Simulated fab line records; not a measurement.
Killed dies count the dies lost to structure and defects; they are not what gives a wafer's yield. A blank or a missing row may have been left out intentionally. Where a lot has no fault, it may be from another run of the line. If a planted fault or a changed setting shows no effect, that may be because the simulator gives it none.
Split-lot trial || flow n5_finfet || route with 1938 steps; 7 lots, 21 wafers read

## ON THE SPLIT
At N5_BEOL_M15_ETCH_61 (etches BARC in N2/H2, target depth 89 nm, overetch 26.7 nm, time 67.9 s), the setting bias_w was moved away from the recipe's 150 W on 12 of the 21 wafers read, by -6.0% to +17.1%. This setting was run at the recipe's value on the other wafers.

The reading is taken at the split's own step.

## THE READING
rf_vpp_V, in V, at N5_BEOL_M15_ETCH_61 (etches BARC in N2/H2, target depth 89 nm, overetch 26.7 nm, time 67.9 s). Typical for fault-free wafers on this fab line: 525.5 V, with standard deviation 2 V.

{"wafer": "L074.1", "tool, chamber at the split": "rie_diel-04, 3", "bias_w as run, W": 173.1, "against the recipe": "+15.4%", "rf_vpp_V, V": 574.4, "against lot-mates on the recipe": "+44.5"}
{"wafer": "L074.3", "tool, chamber at the split": "rie_diel-04, 0", "bias_w as run, W": 173.1, "against the recipe": "+15.4%", "rf_vpp_V, V": 574.8, "against lot-mates on the recipe": "+44.9"}
{"wafer": "L074.4", "tool, chamber at the split": "rie_diel-04, 1", "bias_w as run, W": 150, "against the recipe": "recipe", "rf_vpp_V, V": 529.9, "against lot-mates on the recipe": "-"}
{"wafer": "L077.1", "tool, chamber at the split": "rie_diel-01, 2", "bias_w as run, W": 150, "against the recipe": "recipe", "rf_vpp_V, V": 523.3, "against lot-mates on the recipe": "-"}
{"wafer": "L077.4", "tool, chamber at the split": "rie_diel-01, 1", "bias_w as run, W": 175.6, "against the recipe": "+17.1%", "rf_vpp_V, V": 580.3, "against lot-mates on the recipe": "+56.5"}
{"wafer": "L077.5", "tool, chamber at the split": "rie_diel-01, 0", "bias_w as run, W": 150, "against the recipe": "recipe", "rf_vpp_V, V": 524.4, "against lot-mates on the recipe": "-"}
{"wafer": "L079.2", "tool, chamber at the split": "rie_diel-01, 0", "bias_w as run, W": 161.3, "against the recipe": "+7.5%", "rf_vpp_V, V": 550.9, "against lot-mates on the recipe": "no lot-mate on the recipe"}
{"wafer": "L079.3", "tool, chamber at the split": "rie_diel-01, 1", "bias_w as run, W": 161.3, "against the recipe": "+7.5%", "rf_vpp_V, V": 551.2, "against lot-mates on the recipe": "no lot-mate on the recipe"}
{"wafer": "L079.6", "tool, chamber at the split": "rie_diel-01, 0", "bias_w as run, W": 161.3, "against the recipe": "+7.5%", "rf_vpp_V, V": 551.7, "against lot-mates on the recipe": "no lot-mate on the recipe"}
{"wafer": "L076.1", "tool, chamber at the split": "rie_diel-02, 2", "bias_w as run, W": 150, "against the recipe": "recipe", "rf_vpp_V, V": 526.7, "against lot-mates on the recipe": "-"}
{"wafer": "L076.2", "tool, chamber at the split": "rie_diel-02, 0", "bias_w as run, W": 150, "against the recipe": "recipe", "rf_vpp_V, V": 526.4, "against lot-mates on the recipe": "-"}
{"wafer": "L076.5", "tool, chamber at the split": "rie_diel-02, 0", "bias_w as run, W": 150, "against the recipe": "recipe", "rf_vpp_V, V": 525.3, "against lot-mates on the recipe": "-"}
{"wafer": "L084.1", "tool, chamber at the split": "rie_diel-04, 3", "bias_w as run, W": 150, "against the recipe": "recipe", "rf_vpp_V, V": 523.2, "against lot-mates on the recipe": "-"}
{"wafer": "L084.3", "tool, chamber at the split": "rie_diel-04, 2", "bias_w as run, W": 141, "against the recipe": "-6.0%", "rf_vpp_V, V": 502.4, "against lot-mates on the recipe": -20.8}
{"wafer": "L084.4", "tool, chamber at the split": "rie_diel-04, 0", "bias_w as run, W": 141, "against the recipe": "-6.0%", "rf_vpp_V, V": 504.9, "against lot-mates on the recipe": -18.3}
{"wafer": "L090.1", "tool, chamber at the split": "rie_diel-02, 2", "bias_w as run, W": 157.6, "against the recipe": "+5.1%", "rf_vpp_V, V": 543.3, "against lot-mates on the recipe": "+17.6"}
{"wafer": "L090.2", "tool, chamber at the split": "rie_diel-02, 0", "bias_w as run, W": 157.6, "against the recipe": "+5.1%", "rf_vpp_V, V": 542.3, "against lot-mates on the recipe": "+16.6"}
{"wafer": "L090.6", "tool, chamber at the split": "rie_diel-02, 0", "bias_w as run, W": 150, "against the recipe": "recipe", "rf_vpp_V, V": 525.7, "against lot-mates on the recipe": "-"}
{"wafer": "L091.1", "tool, chamber at the split": "rie_diel-04, 2", "bias_w as run, W": 150, "against the recipe": "recipe", "rf_vpp_V, V": 523.1, "against lot-mates on the recipe": "-"}
{"wafer": "L091.3", "tool, chamber at the split": "rie_diel-04, 1", "bias_w as run, W": 164.9, "against the recipe": "+9.9%", "rf_vpp_V, V": 561.7, "against lot-mates on the recipe": "+38.6"}
{"wafer": "L091.6", "tool, chamber at the split": "rie_diel-04, 1", "bias_w as run, W": 164.9, "against the recipe": "+9.9%", "rf_vpp_V, V": 560.3, "against lot-mates on the recipe": "+37.2"}

THE FIT
A straight line over all 21 wafers: rf_vpp_V changes by +3.34 V for each +1% of bias_w; r = +1.00; the points scatter about the line by 2 V.
The same after taking each lot's own level away (the mean of its wafers on the recipe; 18 wafers): +3.2 V for each +1%; r = +0.99; scatter 2.8 V.
That fit puts the effect of the largest move of bias_w on the reading at 55 V.
From 523.10 to 529.90 V: that is the span of the lots' own levels, equal to 3.4 times the standard deviation above.
Hence the lot-to-lot level has little effect on the slope; both slopes agree.
Check: for one of the wafers moved furthest among these (+17.1%), held out of the fit, the line's prediction against its lot-mates is +54.5 V. Against them it came out at +56.5 V.
Tool readings at the split's step, against how far the setting was moved: rf_vpp_V r = +1.00.

## THE OTHER SPLITS THESE WAFERS WENT THROUGH
Other splits were also applied to these wafers ahead of the reading. Each is held against what the fit with the lots' levels taken away leaves over:
{"other split on the same wafers": "N5_BEOL_M15_EXPOSE_25 dose_mj", "wafers away from the commonest value": 9, "r with rf_vpp_V (lot level and that fit taken away)": "+0.05"}

## THE FILE'S OWN FIT
rf_vpp_V changes by +3.24 V for each +1% of bias_w, r = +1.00.
